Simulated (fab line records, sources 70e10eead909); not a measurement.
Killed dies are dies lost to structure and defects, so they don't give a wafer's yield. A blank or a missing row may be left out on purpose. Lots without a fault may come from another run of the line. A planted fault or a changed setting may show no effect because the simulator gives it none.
fab line records | flow nand_harc
record lots=5 wafers=15 last_day=29
route steps=1302 shown A_STAIRCASE@801
lots that met no fault: from a run of the same line without faults
start_h: hours from the record's first day to the start of the lot's first wafer shown | wait_h: hours since the lot's step before | " the same as in the row above | L1.1+2: a row that stands for several wafers | - no value, or no start given | * or withheld: withheld | < > ~ a bound
route shown NAME@n: a module of which the file shows steps, and the number in the route of the first | usual: mean/standard deviation of fault-free wafers | same: alike in all rows | chamber/n: place in a boat | sites: the reading at each site | _std_site: their standard deviation | _edge_site: outer sites' mean less inner sites' | radius_mm: how far each site lies from the wafer's centre | mask NAME#n: copy n | behind: the tool/chamber that last shaped the wafer | hold: why the lot was held/for how many hours/how that ended | device: the transistor (n, p or np) that didn't switch | end of line: the same wafers' tests at the end of the route | a step without rows: its recipe alone | killed: dies lost to structure and defects at the first sort, not the wafer's yield | map: a wafer's dies, x killed, . not, _ none there
set.NAME: the setting as run; set.NAME@STEP: as run at that earlier step | model.NAME: the simulator's own value behind a step, which no gauge read
lots at some steps of the route; a table a step, a row a wafer
services: from which hour (start_h, from the record's first day; less than 0 if before it) a tool's chamber was out of use, for how many hours, and why
## steps
# step NHARC_A_STAIRCASE_EBR_285
# columns lot.wafer tool chamber start_h wait_h
L077.1+2+6 litho_track-02 0 - -
L082.1+5+6 litho_track-07 0 - -
L083.1+4+5 litho_track-02 0 - -
L085.2+4+5 litho_track-05 0 - -
L087.1+5+6 litho_track-02 0 - -
# step NHARC_A_STAIRCASE_EXPOSE_286
# recipe na=0.5 dose_mj=25.01 mask_id=CHOP_100
# columns lot.wafer tool chamber start_h wait_h mask
L077.1+2+6 krf_scanner-01 0 420.34 - CHOP_100#0
L082.1+5+6 krf_scanner-03 0 456.28 - CHOP_100#0
L083.1+4+5 krf_scanner-01 0 461.39 - CHOP_100#0
L085.2+4+5 krf_scanner-03 0 486.47 - CHOP_100#0
L087.1+5+6 krf_scanner-03 0 500.21 - CHOP_100#0
# step NHARC_A_STAIRCASE_PEB_287
# recipe peb_temp_c=115 peb_time_s=130
# columns lot.wafer tool chamber start_h wait_h
L077.1+2+6 litho_track-05 0 420.41 0.1
L082.1+5+6 litho_track-05 0 456.35 0.1
L083.1+4+5 litho_track-07 0 461.45 0.1
L085.2+4+5 litho_track-02 0 486.53 0.1
L087.1+5+6 litho_track-07 0 500.28 0.1
# step NHARC_A_STAIRCASE_DEVELOP_288
# recipe time_s=140
# same time_s=140
# columns lot.wafer tool chamber start_h wait_h
L077.1+2+6 litho_track-05 0 - -
L082.1+5+6 litho_track-05 0 - -
L083.1+4+5 litho_track-07 0 - -
L085.2+4+5 litho_track-02 0 - -
L087.1+5+6 litho_track-07 0 - -
# step NHARC_A_STAIRCASE_HARDBAKE_290
# recipe temp_c=120 time_s=140
# same time_s=140
# columns lot.wafer tool chamber start_h wait_h
L077.1+2+6 litho_track-07 0 420.63 -
L082.1+5+6 litho_track-02 0 456.57 -
L083.1+4+5 litho_track-05 0 461.67 -
L085.2+4+5 litho_track-05 0 486.76 -
L087.1+5+6 litho_track-05 0 502.72 -
# step NHARC_A_STAIRCASE_DESCUM_291
# recipe time_s=3 o2_flow_sccm=200 ar_flow_sccm=0 bias_power_w=0 chemistry=O2
# usual drypump_motor_current_A=5.8/0.57 o2_flow_sccm=200.0/0.61 oes_product_au=1.001/0.0085 rf_vpp_V=57.7/0.89 showerhead_plenum_p_Torr=1.90/0.099 throttle_valve_pct=11.310/0.009
# same time_s=3
# columns lot.wafer tool chamber start_h wait_h drypump_motor_current_A o2_flow_sccm oes_product_au rf_hours_counter_h rf_vpp_V showerhead_plenum_p_Torr throttle_valve_pct
L077.2 rie_diel-02 2 420.72 - 6.5 200.1 1.011 5 56.6 1.88 11.331
L077.1 " 0 " " 5.8 199.5 0.993 7 57.9 2.06 11.306
L077.6 " 2 " " 6.6 199.4 1.001 - 57.1 1.88 11.316
L082.1 rie_diel-12 2 456.66 - 5.1 200.0 1.004 1 57.2 2.08 11.293
L082.6 " 3 " " 5.7 200.6 0.988 - 59.0 1.97 11.313
L082.5 " 1 " " 6.5 199.0 1.013 - 58.3 1.89 11.321
L083.4 rie_diel-13 2 461.77 - 5.3 199.8 1.010 29 56.8 1.82 11.311
L083.1 " 3 " " 5.4 199.5 0.996 34 57.6 1.98 11.313
L083.5 " 1 " " 6.3 199.9 0.992 - 56.5 1.78 11.326
L085.4 rie_diel-13 3 486.85 - 5.4 200.6 1.007 42 58.4 1.98 11.310
L085.2 " 1 " " 6.3 200.0 1.006 41 57.0 1.78 11.305
L085.5 " 3 " " 5.4 199.5 1.004 - 57.6 1.98 11.297
L087.1 rie_diel-13 2 502.87 - 5.3 198.8 1.008 41 57.1 1.81 11.305
L087.6 " 2 " " 5.3 199.3 1.007 - 56.9 1.81 11.316
L087.5 " 1 " " 6.3 200.9 1.005 - 56.2 1.78 11.312
# step NHARC_A_STAIRCASE_ETCH_292
# recipe cf4_flow_sccm=100 chf3_flow_sccm=30 ar_flow_sccm=0 rf_w=500 bias_w=200 chemistry=CF4/CHF3
# usual cf4_flow_sccm=100.00/0.29 drypump_motor_current_A=5.7/0.56 oes_product_au=0.933/0.017 rf_vpp_V=370.1/2.6 showerhead_plenum_p_Torr=1.56/0.075 throttle_valve_pct=16.801/0.0095
# columns lot.wafer tool chamber start_h wait_h cf4_flow_sccm drypump_motor_current_A oes_product_au rf_hours_counter_h rf_vpp_V showerhead_plenum_p_Torr throttle_valve_pct
L077.1 rie_diel-02 3 420.80 0.1 100.34 5.9 0.968 8 366.2 1.52 16.791
L077.2 " 2 " " 99.85 6.5 0.964 5 369.3 1.55 16.809
L077.6 " 3 " " 100.08 6.0 0.960 - 369.6 1.52 16.812
L082.1 rie_diel-12 1 456.79 0.1 100.08 6.5 0.967 1 370.8 1.55 16.808
L082.5 " 3 " " 99.67 5.7 0.943 - 372.3 1.62 16.815
L082.6 " 1 " " 100.41 6.5 0.974 - 369.9 1.55 16.807
L083.1 rie_diel-13 1 461.85 0.1 100.56 6.3 0.935 31 367.4 1.47 16.808
L083.4 " 2 " " 99.93 5.3 0.932 29 367.9 1.50 16.805
L083.5 " 2 " " 99.55 5.3 0.937 - 367.4 1.50 16.803
L085.2 rie_diel-13 0 486.93 0.1 99.75 6.2 0.923 37 369.6 1.56 16.811
L085.4 " 3 " " 99.89 5.4 0.928 42 371.7 1.62 16.817
L085.5 " 1 " " 100.15 6.3 0.933 - 367.0 1.47 16.801
L087.1 rie_diel-13 2 503.31 0.4 100.20 5.3 0.931 41 366.9 1.49 16.788
L087.5 " 1 " " 99.31 6.3 0.925 - 366.7 1.47 16.794
L087.6 " 2 " " 99.89 5.3 0.929 - 368.1 1.49 16.804
# step NHARC_A_STAIRCASE_HM_OPEN_460
# recipe o2_flow_sccm=400 cos_flow_sccm=20 ar_flow_sccm=0 rf_w=500 bias_w=300 chemistry=O2/COS
# usual drypump_motor_current_A=5.7/0.57 o2_flow_sccm=400.0/1.2 oes_product_au=1.001/0.0089 rf_vpp_V=467/3.3 showerhead_plenum_p_Torr=3.10/0.15 throttle_valve_pct=28.330/0.0092
# columns lot.wafer tool chamber start_h wait_h drypump_motor_current_A o2_flow_sccm oes_product_au rf_hours_counter_h rf_vpp_V showerhead_plenum_p_Torr throttle_valve_pct
L077.2 rie_diel-02 3 - - 5.9 400.1 0.994 8 466 3.02 28.322
L077.1 " 1 " " 5.0 400.3 0.975 8 472 3.37 28.325
L077.6 " 0 " " 5.8 401.2 0.987 - 472 3.34 28.337
L082.1 rie_diel-12 1 - - 6.5 400.5 0.998 1 467 3.08 28.337
L082.5 " 1 " " 6.5 400.9 0.989 - 466 3.08 28.335
L082.6 " 2 " " 5.1 399.7 0.998 - 471 3.37 28.323
L083.4 rie_diel-13 3 - - 5.4 400.1 0.994 34 471 3.22 28.320
L083.1 " 2 " " 5.3 399.4 1.003 29 464 2.97 28.324
L083.5 " 3 " " 5.4 401.5 0.996 - 469 3.22 28.333
L085.2 rie_diel-13 2 - - 5.3 400.0 1.005 39 465 2.97 28.334
L085.4 " 0 " " 6.2 399.5 0.996 37 467 3.09 28.319
L085.5 " 3 " " 5.4 400.9 1.014 - 468 3.22 28.334
L087.1 rie_diel-13 2 - - 5.3 401.6 1.016 41 464 2.97 28.327
L087.6 " 1 " " 6.3 401.3 1.000 - 462 2.91 28.334
L087.5 " 2 " " 5.3 400.3 1.016 - 464 2.97 28.327
# step NHARC_A_STAIRCASE_STRIP_461
# recipe o2_flow_sccm=400 cos_flow_sccm=20 ar_flow_sccm=0 bias_w=0 chemistry=O2/COS
# columns lot.wafer tool chamber start_h wait_h
L077.1+2+6 rie_diel-02 0,1,0 - -
L082.1+6+5 rie_diel-12 2,3,2 - -
L083.4+1+5 rie_diel-13 2,0,1 - -
L085.4+2+5 rie_diel-13 1,3,1 - -
L087.1+5+6 rie_diel-13 1,2,1 - -
# step NHARC_A_STAIRCASE_ETCH_452
# recipe target_depth_a=300 overetch_a=30 time_s=16.5 ion_energy_ev=100 cf4_flow_sccm=80 o2_flow_sccm=20 ar_flow_sccm=0 rf_w=300 bias_w=100 chemistry=CF4/O2
# usual cf4_flow_sccm=80.01/0.21 drypump_motor_current_A=5.7/0.57 o2_flow_sccm=19.99/0.06 oes_product_au=1.001/0.0088 rf_vpp_V=197.7/1.6 showerhead_plenum_p_Torr=1.32/0.069 throttle_valve_pct=13.398/0.0093
# same time_s=16.5
# columns lot.wafer tool chamber start_h wait_h cf4_flow_sccm drypump_motor_current_A o2_flow_sccm oes_product_au rf_hours_counter_h rf_vpp_V showerhead_plenum_p_Torr throttle_valve_pct
L077.1 rie_diel-02 3 - - 79.68 5.9 20.01 1.013 9 196.7 1.29 13.399
L077.2 " 1 " " 79.84 5.0 20.06 0.989 8 198.8 1.44 13.402
L077.6 " 0 " " 79.46 5.8 20.03 0.991 - 199.8 1.43 13.387
L082.1 rie_diel-12 1 - - 79.87 6.5 20.01 1.002 1 199.1 1.32 13.412
L082.5 " 2 " " 80.27 5.1 19.97 0.997 - 199.4 1.45 13.395
L082.6 " 3 " " 80.43 5.8 19.92 0.992 - 198.9 1.37 13.406
L083.1 rie_diel-13 1 - - 80.18 6.3 20.03 1.006 31 197.2 1.24 13.413
L083.4 " 0 " " 80.12 6.3 20.01 0.999 32 197.5 1.32 13.402
L083.5 " 1 " " 80.24 6.3 20.00 0.997 - 197.3 1.24 13.400
L085.2 rie_diel-13 3 - - 80.28 5.4 19.87 1.011 42 198.7 1.38 13.390
L085.4 " 2 " " 79.50 5.3 19.87 1.008 39 197.8 1.27 13.413
L085.5 " 3 " " 80.05 5.4 19.98 0.999 - 197.8 1.38 13.408
L087.1 rie_diel-13 1 - - 80.03 6.3 20.02 0.999 44 195.4 1.24 13.410
L087.5 " 1 " " 80.03 6.3 20.04 0.998 - 196.7 1.24 13.404
L087.6 " 2 " " 79.96 5.3 19.90 1.004 - 197.7 1.27 13.393
# step NHARC_A_STAIRCASE_ETCH_294
# recipe target_depth_a=49890 time_s=1211.6 ion_energy_ev=800 c4f8_flow_sccm=80 o2_flow_sccm=60 ar_flow_sccm=withheld rf_w=600 bias_w=3000 chemistry=C4F8/O2/Ar
# usual oes_product_au=0.931/0.0092 rf_vpp_V=1824/13
# same time_s=1211.6
# columns lot.wafer tool chamber start_h wait_h oes_product_au rf_hours_counter_h rf_vpp_V
L077.2 rie_diel-02 2 - - 0.931 5 1823
L077.1 " 1 " " 0.922 8 1847
L077.6 " 3 " " 0.932 - 1817
L082.1 rie_diel-12 2 - - 0.937 1 1847
L082.5 " 1 " " 0.939 - 1825
L082.6 " 2 " " 0.947 - 1847
L083.4 rie_diel-13 2 - - 0.935 29 1814
L083.1 " 0 " " 0.935 33 1825
L083.5 " 2 " " 0.942 - 1814
L085.2 rie_diel-13 3 - - 0.925 42 1836
L085.4 " 0 " " 0.933 38 1823
L085.5 " 3 " " 0.938 - 1835
L087.1 rie_diel-13 2 - - 0.932 43 1814
L087.5 " 2 " " 0.931 - 1815
L087.6 " 1 " " 0.917 - 1809
# step NHARC_A_STAIRCASE_STRIP_295
# recipe o2_flow_sccm=500 ar_flow_sccm=0 bias_w=0 chemistry=O2
# usual drypump_motor_current_A=5.7/0.57 o2_flow_sccm=499.9/1.5 oes_product_au=1.002/0.0085 rf_vpp_V=57.6/0.93 showerhead_plenum_p_Torr=3.50/0.17 throttle_valve_pct=17.037/0.0095
# columns lot.wafer tool chamber start_h wait_h drypump_motor_current_A o2_flow_sccm oes_product_au rf_hours_counter_h rf_vpp_V showerhead_plenum_p_Torr throttle_valve_pct
L077.1 rie_diel-02 1 - - 5.0 499.8 0.991 9 58.2 3.80 17.045
L077.2 " 3 " " 5.9 499.6 1.001 9 58.1 3.41 17.043
L077.6 " 2 " " 6.6 499.9 0.997 - 56.7 3.46 17.038
L082.1 rie_diel-12 2 - - 5.1 500.5 1.012 1 59.9 3.81 17.041
L082.6 " 1 " " 6.6 500.9 1.005 - 59.3 3.48 17.020
L082.5 " 3 " " 5.7 501.9 0.994 - 57.6 3.62 17.043
L083.4 rie_diel-13 0 - - 6.3 501.9 0.995 33 57.0 3.50 17.051
L083.1 " 3 " " 5.4 500.8 0.995 35 58.4 3.64 17.041
L083.5 " 0 " " 6.3 500.3 0.998 - 57.7 3.50 17.044
L085.2 rie_diel-13 0 - - 6.3 500.0 1.023 38 59.4 3.49 17.032
L085.4 " 3 " " 5.4 499.9 1.012 42 58.0 3.64 17.031
L085.5 " 0 " " 6.3 503.1 1.005 - 57.4 3.49 17.030
L087.1 rie_diel-13 2 - - 5.2 498.3 1.010 43 56.9 3.35 17.030
L087.5 " 1 " " 6.3 499.2 0.998 - 58.9 3.29 17.042
L087.6 " 2 " " 5.3 496.5 1.016 - 55.4 3.35 17.044
# step NHARC_A_STAIRCASE_STRIP_296
# recipe time_s=900 temp_c=130 chemistry=SPM
# usual bath_guard_temp_C=130.0/0.46
# same time_s=900
# columns lot.wafer tool chamber start_h wait_h bath_guard_temp_C
L077.6 wet_bench-06 4 422.58 - 129.8
L077.1 " 5 " " 130.5
L077.2 " 6 " " 129.9
L082.5 wet_bench-02 2 458.73 - 130.5
L082.1 " 3 " " 130.5
L082.6 " 4 " " 129.0
L083.5 wet_bench-02 2 463.48 - 130.7
L083.1 " 5 " " 130.0
L083.4 " 6 " " 129.9
L085.4 wet_bench-07 5 488.57 - 129.9
L085.2 " 7 " " 129.3
L085.5 " 1 " " 130.1
L087.6 wet_bench-07 4 506.65 - 130.0
L087.1 " 5 " " 129.8
L087.5 " 6 " " 129.9
# step NHARC_A_STAIRCASE_PRECLEAN_297
# recipe time_s=* temp_c=50 bath_age_min=0 chemistry=SC1
# usual bath_guard_temp_C=50.0/0.49 sc1_h2o2_end_mol_l=0.3698/0.00064
# same time_s=*
# columns lot.wafer tool chamber start_h wait_h bath_guard_temp_C sc1_h2o2_end_mol_l
L077.6 wet_bench-06 4 - - 49.6 0.3692
L077.1 " 5 " " 50.4 0.3689
L077.2 " 6 " " 49.8 0.3691
L082.5 wet_bench-02 2 - - 50.4 0.3689
L082.1 " 3 " " 50.7 0.3702
L082.6 " 4 " " 48.8 0.3699
L083.5 wet_bench-02 2 - - 50.1 0.3701
L083.1 " 5 " " 49.6 0.3691
L083.4 " 6 " " 50.0 0.3692
L085.4 wet_bench-07 5 - - 49.8 0.3704
L085.2 " 7 " " 48.9 0.3707
L085.5 " 1 " " 50.3 0.3699
L087.6 wet_bench-07 4 - - 50.3 0.3703
L087.1 " 5 " " 50.4 0.3701
L087.5 " 6 " " 50.0 0.3699
# step NHARC_A_STAIRCASE_SRD_298
# columns lot.wafer tool chamber start_h wait_h
L077.6+1+2 wet_bench-06 4,5,6 - -
L082.5+1+6 wet_bench-02 2,3,4 - -
L083.5+1+4 wet_bench-02 2,5,6 - -
L085.4+2+5 wet_bench-07 5,7,1 - -
L087.6+1+5 wet_bench-07 4,5,6 - -
# step NHARC_A_STAIRCASE_HM_DEP_462
# recipe target_thk_a=8000 temp_c=400 material=aC
# usual susceptor_temp_C=399.96/0.22 throttle_valve_pct=35.000/0.0095
# columns lot.wafer tool chamber start_h wait_h susceptor_temp_C throttle_valve_pct
L077.1 acl_dep-03 0 424.80 1.8 - 34.992
L077.2 " 0 " " - 35.003
L077.6 " 0 426.30 3.3 - 35.017
L082.1 acl_dep-03 0 460.76 1.6 400.07 34.996
L082.5 " 0 461.99 2.8 399.86 34.971
L082.6 " 0 " " 399.96 34.998
L083.1 acl_dep-01 0 464.00 0.1 - 35.005
L083.4 " 0 " " - 34.991
L083.5 " 0 " " - 35.006
L085.2 acl_dep-02 0 492.02 3.0 - 35.011
L085.4 " 0 " " - 35.022
L085.5 " 0 " " - 34.982
L087.1 acl_dep-01 0 507.18 0.1 399.97 35.017
L087.5 " 0 508.43 1.3 399.72 35.012
L087.6 " 0 " " 400.08 34.994
# step NHARC_A_STAIRCASE_DEP_301
# recipe target_thk_a=300 target_thk_nm=30 temp_c=400 pressure_torr=3.5 flow_sccm=200 rf_w=350 material=SiON
# usual heater_power_w=711/120 showerhead_vpp_V=1161/71 susceptor_temp_C=399.97/0.2
# columns lot.wafer tool chamber start_h wait_h heater_power_w showerhead_vpp_V susceptor_temp_C
L077.1 pecvd-04 2 426.65 1.6 725 1222 399.77
L077.2 " 0 " " 723 1130 399.86
L077.6 " 1 " " 754 1282 400.00
L082.1 pecvd-02 2 462.66 1.6 698 1013 399.99
L082.5 " 1 " " 801 1198 399.89
L082.6 " 2 " " 705 1032 400.15
L083.1 pecvd-02 1 465.89 1.6 794 1183 400.10
L083.4 " 2 " " 594 1019 399.55
L083.5 " 1 " " 829 1189 399.83
L085.2 pecvd-02 2 494.29 2.0 672 1042 399.70
L085.4 " 2 " " 680 1039 400.21
L085.5 " 0 " " 632 1169 400.02
L087.1 pecvd-04 1 509.07 1.6 805 1249 400.00
L087.6 " 1 " " 779 1282 400.07
L087.5 " 0 " " 792 1140 399.96
# step NHARC_A_STAIRCASE_DEHYDRATE_302
# recipe temp_c=150 time_s=120
# same time_s=120
# columns lot.wafer tool chamber start_h wait_h
L077.1+2+6 litho_track-02 0 426.89 0.2
L082.1+5+6 litho_track-07 0 462.90 0.2
L083.1+4+5 litho_track-05 0 466.10 0.2
L085.2+4+5 litho_track-05 0 494.53 0.2
L087.1+5+6 litho_track-05 0 509.34 0.2
# step NHARC_A_STAIRCASE_HMDS_303
# recipe time_s=30
# same time_s=30
# columns lot.wafer tool chamber start_h wait_h
L077.1+2+6 litho_track-02 0 - -
L082.1+5+6 litho_track-07 0 - -
L083.1+4+5 litho_track-05 0 - -
L085.2+4+5 litho_track-05 0 - -
L087.1+5+6 litho_track-05 0 - -
# step NHARC_A_STAIRCASE_COAT_304
# recipe spin_rpm=1200
# columns lot.wafer tool chamber start_h wait_h
L077.1+2+6 litho_track-02 0 - -
L082.1+5+6 litho_track-07 0 - -
L083.1+4+5 litho_track-05 0 - -
L085.2+4+5 litho_track-05 0 - -
L087.1+5+6 litho_track-05 0 - -
# step NHARC_A_STAIRCASE_SOFTBAKE_305
# recipe temp_c=135 time_s=170
# same time_s=170
# columns lot.wafer tool chamber start_h wait_h
L077.1+2+6 litho_track-02 0 - -
L082.1+5+6 litho_track-07 0 - -
L083.1+4+5 litho_track-05 0 - -
L085.2+4+5 litho_track-05 0 - -
L087.1+5+6 litho_track-05 0 - -
# step NHARC_A_STAIRCASE_EBR_306
# columns lot.wafer tool chamber start_h wait_h
L077.1+2+6 litho_track-02 0 - -
L082.1+5+6 litho_track-07 0 - -
L083.1+4+5 litho_track-05 0 - -
L085.2+4+5 litho_track-05 0 - -
L087.1+5+6 litho_track-05 0 - -
# step NHARC_A_STAIRCASE_EXPOSE_307
# recipe na=0.5 dose_mj=45.72 mask_id=CHOP_50
# columns lot.wafer tool chamber start_h wait_h mask
L077.1+2+6 krf_scanner-03 0 427.23 - CHOP_50#0
L082.1+5+6 krf_scanner-01 0 463.11 - CHOP_50#0
L083.1+4+5 krf_scanner-03 0 466.44 - CHOP_50#0
L085.2+4+5 krf_scanner-03 0 494.86 - CHOP_50#0
L087.1+5+6 krf_scanner-01 0 509.67 - CHOP_50#0
# step NHARC_A_STAIRCASE_PEB_308
# recipe peb_temp_c=115 peb_time_s=130
# columns lot.wafer tool chamber start_h wait_h
L077.1+2+6 litho_track-05 0 427.30 0.1
L082.1+5+6 litho_track-02 0 463.18 0.1
L083.1+4+5 litho_track-05 0 466.50 0.1
L085.2+4+5 litho_track-02 0 494.92 0.1
L087.1+5+6 litho_track-05 0 509.74 0.1
# step NHARC_A_STAIRCASE_DEVELOP_309
# recipe time_s=140
# same time_s=140
# columns lot.wafer tool chamber start_h wait_h
L077.1+2+6 litho_track-05 0 - -
L082.1+5+6 litho_track-02 0 - -
L083.1+4+5 litho_track-05 0 - -
L085.2+4+5 litho_track-02 0 - -
L087.1+5+6 litho_track-05 0 - -
# step NHARC_A_STAIRCASE_HARDBAKE_311
# recipe temp_c=120 time_s=140
# same time_s=140
# columns lot.wafer tool chamber start_h wait_h
L077.1+2+6 litho_track-02 0 427.51 -
L082.1+5+6 litho_track-07 0 463.39 -
L083.1+4+5 litho_track-07 0 466.72 -
L085.2+4+5 litho_track-02 0 502.50 -
L087.1+5+6 litho_track-02 0 509.96 -
# step NHARC_A_STAIRCASE_DESCUM_312
# recipe time_s=3 o2_flow_sccm=200 ar_flow_sccm=0 bias_power_w=0 chemistry=O2
# usual drypump_motor_current_A=5.7/0.57 o2_flow_sccm=200.0/0.61 oes_product_au=1.001/0.009 rf_vpp_V=57.7/0.86 showerhead_plenum_p_Torr=1.91/0.1 throttle_valve_pct=11.310/0.0083
# same time_s=3
# columns lot.wafer tool chamber start_h wait_h drypump_motor_current_A o2_flow_sccm oes_product_au rf_hours_counter_h rf_vpp_V showerhead_plenum_p_Torr throttle_valve_pct
L077.1 rie_diel-12 1 427.70 - 6.5 200.9 0.999 56 57.4 1.89 11.314
L077.2 " 2 " " 5.1 199.0 1.004 48 58.0 1.76 11.306
L077.6 " 1 " " 6.5 200.1 1.001 - 56.7 1.89 11.302
L082.1 rie_diel-13 3 463.49 - 5.4 200.2 1.009 35 59.0 1.98 11.318
L082.5 " 3 " " 5.4 198.7 0.994 - 58.2 1.98 11.306
L082.6 " 0 " " 6.2 200.2 0.995 - 57.7 1.90 11.315
L083.1 rie_diel-12 0 466.84 - 4.8 200.0 1.001 2 57.8 1.79 11.306
L083.4 " 1 " " 6.5 199.3 0.996 4 58.1 1.88 11.316
L083.5 " 2 " " 5.1 199.5 1.005 - 58.5 2.08 11.307
L085.2 rie_diel-13 0 502.60 - 6.2 199.7 1.000 39 59.3 1.89 11.313
L085.4 " 2 " " 5.3 199.3 1.001 - 57.2 1.81 11.304
L085.5 " 1 " " 6.3 198.9 0.995 - 57.3 1.78 11.319
L087.1 rie_diel-13 3 510.09 - 5.4 199.6 1.014 45 56.3 1.97 11.311
L087.6 " 0 " " 6.2 200.6 1.017 - 57.6 1.89 11.313
L087.5 " 1 " " 6.3 200.7 1.010 - 57.5 1.78 11.312
# step NHARC_A_STAIRCASE_ETCH_313
# recipe cf4_flow_sccm=100 chf3_flow_sccm=30 ar_flow_sccm=0 rf_w=500 bias_w=200 chemistry=CF4/CHF3
# usual cf4_flow_sccm=99.96/0.3 drypump_motor_current_A=5.7/0.58 oes_product_au=0.934/0.015 rf_vpp_V=370.3/3 showerhead_plenum_p_Torr=1.57/0.082 throttle_valve_pct=16.803/0.0088
# columns lot.wafer tool chamber start_h wait_h cf4_flow_sccm drypump_motor_current_A oes_product_au rf_hours_counter_h rf_vpp_V showerhead_plenum_p_Torr throttle_valve_pct
L077.1 rie_diel-12 2 427.78 0.1 100.20 5.1 0.935 48 367.3 1.46 16.811
L077.2 " 1 " " 99.81 6.5 0.940 56 371.0 1.55 16.804
L077.6 " 2 " " 99.76 5.1 0.924 - 366.9 1.46 16.802
L082.1 rie_diel-13 3 463.59 0.1 100.07 5.4 0.916 35 373.6 1.62 16.809
L082.6 " 1 " " 100.16 6.3 0.922 - 366.3 1.47 16.791
L082.5 " 2 " " 100.17 5.3 0.933 - 368.0 1.50 16.796
L083.4 rie_diel-12 3 466.91 0.1 100.36 5.7 0.953 5 370.9 1.62 16.800
L083.1 " 1 " " 100.54 6.5 0.974 4 370.0 1.55 16.826
L083.5 " 0 " " 99.82 4.9 0.971 - 366.4 1.47 16.798
L085.2 rie_diel-13 0 502.71 0.1 99.63 6.2 0.918 39 370.0 1.56 16.802
L085.4 " 1 " " 99.97 6.3 0.925 - 366.2 1.47 16.798
L085.5 " 2 " " 99.55 5.3 0.931 - 366.2 1.49 16.792
L087.1 rie_diel-13 2 510.16 0.1 100.10 5.2 0.933 44 368.0 1.49 16.810
L087.5 " 1 " " 100.46 6.3 0.936 - 365.3 1.47 16.811
L087.6 " 2 " " 99.95 5.3 0.940 - 368.3 1.49 16.795
# step NHARC_A_STAIRCASE_HM_OPEN_463
# recipe o2_flow_sccm=400 cos_flow_sccm=20 ar_flow_sccm=0 rf_w=500 bias_w=300 chemistry=O2/COS
# usual drypump_motor_current_A=5.7/0.56 o2_flow_sccm=400.0/1.1 oes_product_au=1.002/0.0087 rf_vpp_V=467/3.5 showerhead_plenum_p_Torr=3.11/0.16 throttle_valve_pct=28.331/0.01
# columns lot.wafer tool chamber start_h wait_h drypump_motor_current_A o2_flow_sccm oes_product_au rf_hours_counter_h rf_vpp_V showerhead_plenum_p_Torr throttle_valve_pct
L077.2 rie_diel-12 1 - - 6.5 402.1 1.004 56 467 3.08 28.327
L077.1 " 0 " " 4.9 399.0 0.999 57 462 2.93 28.324
L077.6 " 1 " " 6.6 399.4 1.002 - 466 3.08 28.340
L082.1 rie_diel-13 1 - - 6.3 400.6 1.005 32 462 2.92 28.339
L082.5 " 2 " " 5.3 399.9 1.021 - 465 2.97 28.339
L082.6 " 3 " " 5.4 400.6 0.994 - 469 3.22 28.325
L083.4 rie_diel-12 3 - - 5.8 401.7 1.004 5 470 3.21 28.331
L083.1 " 1 " " 6.6 400.0 1.008 4 466 3.08 28.343
L083.5 " 2 " " 5.1 399.4 1.014 - 472 3.37 28.320
L085.2 rie_diel-13 1 - - 6.3 400.4 0.996 42 463 2.91 28.363
L085.4 " 2 " " 5.3 400.2 1.010 - 463 2.97 28.318
L085.5 " 0 " " 6.2 399.1 1.010 - 466 3.09 28.324
L087.1 rie_diel-13 0 - - 6.2 400.5 0.992 43 467 3.09 28.310
L087.6 " 0 " " 6.2 400.1 0.997 - 466 3.09 28.320
L087.5 " 1 " " 6.3 401.5 0.995 - 462 2.91 28.332
# step NHARC_A_STAIRCASE_STRIP_464
# recipe o2_flow_sccm=400 cos_flow_sccm=20 ar_flow_sccm=0 bias_w=0 chemistry=O2/COS
# columns lot.wafer tool chamber start_h wait_h
L077.1+2+6 rie_diel-12 1,2,2 - -
L082.1+5+6 rie_diel-13 0,1,2 - -
L083.4+1+5 rie_diel-12 2,3,3 - -
L085.2+5+4 rie_diel-13 0,2,0 - -
L087.1+5+6 rie_diel-13 2,3,0 - -
# step NHARC_A_STAIRCASE_ETCH_453
# recipe target_depth_a=300 overetch_a=30 time_s=16.5 ion_energy_ev=100 cf4_flow_sccm=80 o2_flow_sccm=20 ar_flow_sccm=0 rf_w=300 bias_w=100 chemistry=CF4/O2
# usual cf4_flow_sccm=80.00/0.24 drypump_motor_current_A=5.7/0.58 o2_flow_sccm=20.00/0.061 oes_product_au=1.003/0.0092 rf_vpp_V=197.6/1.7 showerhead_plenum_p_Torr=1.33/0.072 throttle_valve_pct=13.397/0.0093
# same time_s=16.5
# columns lot.wafer tool chamber start_h wait_h cf4_flow_sccm drypump_motor_current_A o2_flow_sccm oes_product_au rf_hours_counter_h rf_vpp_V showerhead_plenum_p_Torr throttle_valve_pct
L077.2 rie_diel-12 0 - - 80.00 4.9 19.96 0.995 57 196.4 1.25 13.407
L077.1 " 1 " " 80.24 6.5 20.06 1.012 57 197.7 1.32 13.399
L077.6 " 3 " " 80.02 5.7 20.05 1.004 - 198.5 1.37 13.396
L082.1 rie_diel-13 3 - - 80.03 5.4 19.96 0.998 35 198.8 1.38 13.391
L082.5 " 2 " " 80.23 5.3 19.96 1.015 - 196.2 1.27 13.391
L082.6 " 3 " " 79.97 5.4 20.05 0.990 - 200.4 1.38 13.409
L083.1 rie_diel-12 1 - - 80.34 6.5 20.01 1.004 4 197.6 1.32 13.389
L083.4 " 2 " " 80.45 5.1 20.05 1.013 5 201.0 1.45 13.390
L083.5 " 1 " " 80.36 6.5 20.08 1.008 - 197.9 1.32 13.389
L085.2 rie_diel-13 0 - - 80.13 6.2 19.97 1.004 40 197.0 1.32 13.388
L085.5 " 2 " " 80.03 5.3 20.01 1.008 - 196.4 1.27 13.391
L085.4 " 0 " " 80.09 6.2 19.97 1.002 - 197.9 1.32 13.373
L087.1 rie_diel-13 2 - - 80.13 5.3 20.06 1.009 45 196.4 1.27 13.397
L087.5 " 1 " " 79.93 6.3 20.02 1.003 - 196.5 1.24 13.383
L087.6 " 2 " " 79.79 5.3 20.06 1.014 - 197.1 1.27 13.386
## services
# columns tool chamber start_h hours kind
litho_track-02 - 402.01 7.0 pm
pecvd-04 1 402.43 20.2 repair
pecvd-02 - 408.34 13.0 pm
wet_bench-02 - 420.03 8.0 pm
rie_diel-13 - 423.11 5.7 repair
rie_diel-02 0 424.08 12.3 repair
acl_dep-02 - 425.79 13.0 pm
litho_track-07 - 426.00 7.0 pm
rie_diel-02 3 434.93 28.6 repair
wet_bench-06 - 441.75 2.3 repair
rie_diel-12 - 445.82 9.0 pm
pecvd-04 - 450.00 13.0 pm
krf_scanner-03 - 458.17 7.2 repair
rie_diel-12 1 469.74 9.5 repair
litho_track-05 - 474.03 7.0 pm
rie_diel-13 0 475.54 6.6 repair
krf_scanner-01 - 484.00 4.0 pm
acl_dep-03 - 484.35 13.0 pm
pecvd-04 2 488.03 5.4 repair
krf_scanner-01 - 499.58 3.0 repair
rie_diel-13 3 499.83 6.7 repair
krf_scanner-03 - 503.35 10.0 repair
pecvd-02 - 505.33 0.4 repair
krf_scanner-01 - 505.68 0.3 repair
## key
fault none
